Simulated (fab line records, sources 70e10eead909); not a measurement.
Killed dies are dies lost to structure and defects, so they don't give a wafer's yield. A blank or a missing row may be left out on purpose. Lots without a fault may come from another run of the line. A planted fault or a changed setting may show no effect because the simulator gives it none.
A struck lot beside a sound one | flow nand_harc | 17 steps out of a route of 1302
Sound: wafers L951.1, L951.5, L951.6. Struck: wafer L965.1. (L965.3, L965.6 of the same lot were not struck and are left out.) The cause comes at the end.
At each step with rows: each side's tool, then ch and its chambers, then its first start. Under that, the readings that differ: sound wafers | struck wafers | difference of the means | sigmas: that difference in standard deviations of wafers without a fault.
alike: readings whose means differ by less than 2 such deviations, and words and numbers that are the same on both sides. not compared: withheld readings, readings that some wafer has no value for, bounds like >300 that may hide the same value, and numbers for which the record gives no deviation and whose values overlap.
The two part at a step that has a row with sigmas, a row that says differs or no value, or rows on one side only. Numbers that don't overlap but have no deviation are shown without sigmas and don't part them. A reading that every wafer of one side lacks parts them only if that side has two wafers or more.

NHARC_P_M1_INSPECT_11:
  sound on defect_inspect-01, day 8 16:20; struck on defect_inspect-01, day 14 14:47
  alike: raw_defect_count
then, 3 steps without rows for these wafers: NHARC_P_M1_DESCUM_14 (chemistry O2, time 3 s); NHARC_P_M1_ETCH_35 (etches the open film in N2/H2, target depth 40 nm, overetch 12 nm, time 43.94 s); NHARC_P_M1_ETCH_15 (etches the open film in C4F8/Ar, target depth 182.5 nm, time 91.2 s).
NHARC_P_M1_CD_MEAS_16:
  sound on cd_sem-03, day 8 16:42; struck on cd_sem-01, day 14 15:11
  alike: cd_nm
NHARC_P_M1_STRIP_18: strips in N2/H2.
  sound on rie_diel-07 ch 0,3, day 8 16:47; struck on rie_diel-03 ch 2, day 14 15:16
  reading                     | sound       | struck | difference | sigmas
  drypump_motor_current_A (A) | 5.4 5.4 5.6 | 6.2    | +0.7       | +2
  alike: oes_product_au, rf_vpp_V, showerhead_plenum_p_Torr, throttle_valve_pct
  not compared: rf_hours_counter_h
then, 2 steps without rows for these wafers: NHARC_P_M1_ETCH_28 (etches the open film in CF4/N2, target depth 30 nm, time 72.99 s); NHARC_P_M1_STRIP_19 (strips in post etch residue remover, time 600 s).
NHARC_P_M1_DEGAS_29: time 60 s.
  sound on pvd_sputter-03, day 8 17:28; struck on pvd_sputter-03, day 14 15:59
  reading            | sound       | struck | difference | sigmas
  heater_power_w (W) | 376 354 380 | 262    | -108       | -2
NHARC_P_M1_PRE_CLEAN_30: time 30 s.
  sound on pvd_sputter-03; struck on pvd_sputter-03
  alike: heater_power_w
then, 1 step without rows for these wafers: NHARC_P_M1_PVD_20 (deposits TaN, target thk 5 nm, time 8.06 s).
NHARC_P_M1_PVD_21: deposits Cu, target thk 30 nm, time 20.49 s.
  sound on pvd_sputter-03; struck on pvd_sputter-03
  reading                | sound          | struck | difference | sigmas
  throttle_valve_pct (%) | 28.4 28.0 30.9 | 32.6   | +3.5       | +3
NHARC_P_M1_ECD_22: material Cu, target thk 400 nm.
  sound on ecd_cu-02 ch 0,1, day 8 17:53; struck on ecd_cu-01 ch 1, day 14 16:23
  alike: bath_heat_duty_pct, bath_temp_c
NHARC_P_M1_ANNEAL_31: time 90 s.
  sound on rtp_anneal-01 ch 0, day 8 18:13; struck on rtp_anneal-01 ch 0, day 14 16:42
  alike: anneal_temp_c, wafer_temp_C_max
NHARC_P_M1_CMP_23: polishes, t overpolish 20 s, target thk 157.82 nm.
  sound on cmp-04 ch 0,1,2, day 8 18:38; struck on cmp-03 ch 3, day 14 17:03
  reading                | sound    | struck | difference | sigmas
  time_to_endpoint_s (s) | 34 28 26 | 10     | -19        | -5
  alike: motor_current_A
NHARC_P_M1_THK_MEAS_24: measures by xrf.
  sound on film_metro-02, day 8 18:52; struck on film_metro-02, day 14 17:22
  reading     | sound             | struck | difference | sigmas
  thk_nm (nm) | 160.3 160.0 157.9 | 121.6  | -37.8      | -22
then, 1 step without rows for these wafers: NHARC_P_M1_SRD_25.

WHERE THEY PART
First at NHARC_P_M1_STRIP_18; last, within this record, at NHARC_P_M1_THK_MEAS_24.

WHY: what the simulator had put in
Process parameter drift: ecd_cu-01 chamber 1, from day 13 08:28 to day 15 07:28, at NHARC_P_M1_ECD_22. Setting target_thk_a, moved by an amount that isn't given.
